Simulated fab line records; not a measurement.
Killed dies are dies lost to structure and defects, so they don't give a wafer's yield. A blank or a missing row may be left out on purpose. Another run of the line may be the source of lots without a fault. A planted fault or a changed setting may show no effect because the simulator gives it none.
Which tool did it? | flow nand_harc | 6 lots, 18 wafers sampled, at 6 steps of a route of 1159

== WHAT EACH GAUGE READ, for each wafer ==
NHARC_END_SORT_01.
lot  | measured     | on        | killed_at_array
L774 | day 24 02:25 | prober-02 | 40

== WHAT TOOL EACH LOT RAN ON (gives the tool, then ch and the chambers of the sampled wafers, and finally the start) ==
lot  | NHARC_P_GATE_RTA_64              | NHARC_P_GATE_DEGAS_109       | NHARC_P_CONTACT_PVD_32                  | NHARC_P_CONTACT_CVD_23        | NHARC_P_CONTACT_CMP_24
L762 | rtp_anneal-02 ch 0, day 6 02:08  | pvd_sputter-03, day 6 02:36  | pvd_sputter-01, day 6 12:38 or earlier  | cvd_w-02 ch 0,1, day 6 12:38  | cmp-04 ch 0,1,3, day 6 13:20
L768 | rtp_anneal-02 ch 0, day 7 14:36  | pvd_sputter-02, day 7 14:54  | pvd_sputter-03, day 8 02:16 or earlier  | cvd_w-01 ch 0,1, day 8 02:16  | cmp-01 ch 0,2, day 8 02:55
L770 | rtp_anneal-02 ch 0, day 7 23:48  | pvd_sputter-03, day 8 00:05  | pvd_sputter-03, day 8 04:53 or earlier  | cvd_w-02 ch 0,1, day 8 04:53  | cmp-03 ch 0,2,3, day 8 10:40
L771 | rtp_anneal-02 ch 0, day 8 15:42  | pvd_sputter-01, day 8 15:59  | pvd_sputter-02, day 8 22:35 or earlier  | cvd_w-01 ch 0,1, day 8 22:35  | cmp-04 ch 1,2,3, day 8 23:16
L774 | rtp_anneal-01 ch 0, day 9 09:00  | pvd_sputter-02, day 9 09:19  | pvd_sputter-01, day 9 17:11 or earlier  | cvd_w-01 ch 0,1, day 9 17:11  | cmp-03 ch 1,2, day 9 18:55
L777 | rtp_anneal-01 ch 0, day 10 04:02 | pvd_sputter-01, day 10 04:22 | pvd_sputter-02, day 10 13:29 or earlier | cvd_w-01 ch 0,1, day 10 13:29 | cmp-01 ch 1,2, day 10 14:11
- NHARC_P_GATE_RTA_64: time 1 s.
- NHARC_P_GATE_DEGAS_109: time 60 s.
- NHARC_P_CONTACT_PVD_32: deposits Ti, target thk 5 nm, time 17.7 s.
- NHARC_P_CONTACT_CVD_23: deposits W, target thk 200 nm, time 557 s.
- NHARC_P_CONTACT_CMP_24: polishes, t overpolish 30 s, target thk 200 nm.

== THE ANSWER, worked out from the rows above alone ==
Rule: the usual values come from the lots themselves. The widest of any qualifying gaps counts: lots, ordered by their means at a reading, are off when they make up no more than a third of the lots, leave a main group of 4 or more, and stand apart from it by 3 or more times the standard deviation of that group's means. Not used: any main group whose means are identical at the precision the tables above print for the reading. A lot without any number at a reading at which 4 lots or more have one is off too. Any other lot the step has rows for is counted as sound.
Across all readings shown, no lot is off: no conclusion can be drawn from this.

== WHAT THE SIMULATOR HAD INSERTED ==
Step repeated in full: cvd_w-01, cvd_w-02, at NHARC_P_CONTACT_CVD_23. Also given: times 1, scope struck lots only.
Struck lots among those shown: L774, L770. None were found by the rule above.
